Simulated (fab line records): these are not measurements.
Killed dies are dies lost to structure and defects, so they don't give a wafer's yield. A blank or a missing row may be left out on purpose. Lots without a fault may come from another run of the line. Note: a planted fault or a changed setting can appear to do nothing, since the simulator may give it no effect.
Split-lot experiment	flow n5-finfet	21 wafers read from 7 lots, route of 1938 steps

THE SPLIT
At N5_BEOL_M2_ILD_DEP_00 (deposits SiOC from DEMS/O2, target thk 79 nm, time 15.3 s), the setting time-s was moved away from the recipe's 15.3 s on 7 of the 21 wafers read, by -14.6% to +11.2%. This setting was run at the recipe's value on the other wafers.

Between the split and the reading, the file records no step.

THE READING
M2_ILD_THK, in nm, at N5_BEOL_M2_THK_MEAS_01. On this fab line, fault-free wafers typically give 79.1 nm with a standard deviation of 1.1 nm.

wafer	tool, chamber at the split	time-s as run, s	against the recipe	M2_ILD_THK, nm	against lot-mates on the recipe
L078.1	pecvd-03, 1	13.06	-14.6%	67.0	-13.1
L078.4	pecvd-03, 0	15.3	recipe	79.7	-
L078.5	pecvd-03, 1	15.3	recipe	80.5	-
L081.2	pecvd-01, 1	15.3	recipe	79.0	-
L081.3	pecvd-01, 0	17.02	+11.2%	86.7	+7.7
L081.5	pecvd-01, 1	15.3	recipe	79.1	-
L080.3	pecvd-03, 1,2	15.3	recipe	79.9	-
L080.4	pecvd-03, 0	13.06	-14.6%	68.3	-11.5
L080.6	pecvd-03, 1,2	15.3	recipe	79.8	-
L088.1	pecvd-04, 1	15.3	recipe	78.8	-
L088.3	pecvd-04, 2	15.96	+4.3%	80.6	+1.8
L088.5	pecvd-04, 2	15.96	+4.3%	82.8	+4.0
L091.1	pecvd-04, 0	15.3	recipe	78.4	-
L091.2	pecvd-04, 1	15.3	recipe	77.0	-
L091.6	pecvd-04, 2	15.3	recipe	78.5	-
L093.1	pecvd-04, 2	16.07	+5.0%	83.1	+5.4
L093.2	pecvd-04, 0	15.3	recipe	77.7	-
L093.4	pecvd-04, 0	16.07	+5.0%	83.4	+5.7
L096.2	pecvd-01, 0	15.3	recipe	77.9	-
L096.5	pecvd-01, 2,1	15.3	recipe	80.5	-
L096.6	pecvd-01, 2,1	15.3	recipe	80.5	-
The file does not say which wafer passed through which chamber wherever a row lists several chambers: such a row stands for several wafers.

FIT RESULTS
A straight line over all 21 wafers: M2_ILD_THK changes by +0.754 nm for each +1% of time-s; r = +0.97; the points scatter about the line by 1.1 nm.
The same after taking each lot's own level away (the mean of its wafers on the recipe; 21 wafers): +0.821 nm for each +1%; r = +0.98; scatter 0.96 nm.
Per that fit: largest time-s move, reading shift of 12 nm.
Across the lots, their own levels run from 77.70 to 80.10 nm, a range of 2.2 times the standard deviation given above.
Consequently the slope shifts little with the lot-to-lot level, the two slopes agreeing.
Check: -11.4 nm against its lot-mates is what the line predicts for one of the wafers moved furthest among these (-14.6%) when that wafer is left out of the fit. Against them it came out at -13.1 nm.

THE OTHER SPLITS THESE WAFERS WENT THROUGH
Other splits were also applied to these wafers ahead of the reading. Each is held against what the fit with the lots' levels taken away leaves over:
other split on the same wafers	wafers away from the commonest value	r with M2_ILD_THK (lot level and that fit taken away)
N5_MOL_CONTACT_COAG_COAT_76 spin-rpm	7	-0.16
N5_BEOL_M0_SAQP_ILD_DEP_01 time-s	8	+0.11
N5_BEOL_M0_SAQP_PECVD_97 time-s	6	-0.01
N5_BEOL_M0_CUTY_COAT_50 spin-rpm	11	-0.04
N5_BEOL_M1_ILD_DEP_00 time-s	7	-0.06
N5_BEOL_M1_COAT_61 spin-rpm	7	+0.26

THE WHOLE CHAIN: every reading that the file lists as answering this split, in the file's order
step	what it does	reading	change (the file's fit)	r (the file's)
N5_BEOL_M2_ILD_DEP_00	deposits SiOC from DEMS/O2, target thk 79 nm, time 15.3 s	SiOC_of_BEOL_M2_ILD_DEP_00.thk-nm (the simulator's own value, which no gauge read)	+0.815 nm for each +1% of the setting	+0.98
N5_BEOL_M2_THK_MEAS_01		M2_ILD_THK	+0.812 for each +1% of the setting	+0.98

FILE'S OWN FIT
M2_ILD_THK changes by +0.812 nm for each +1% of time-s, r = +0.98.
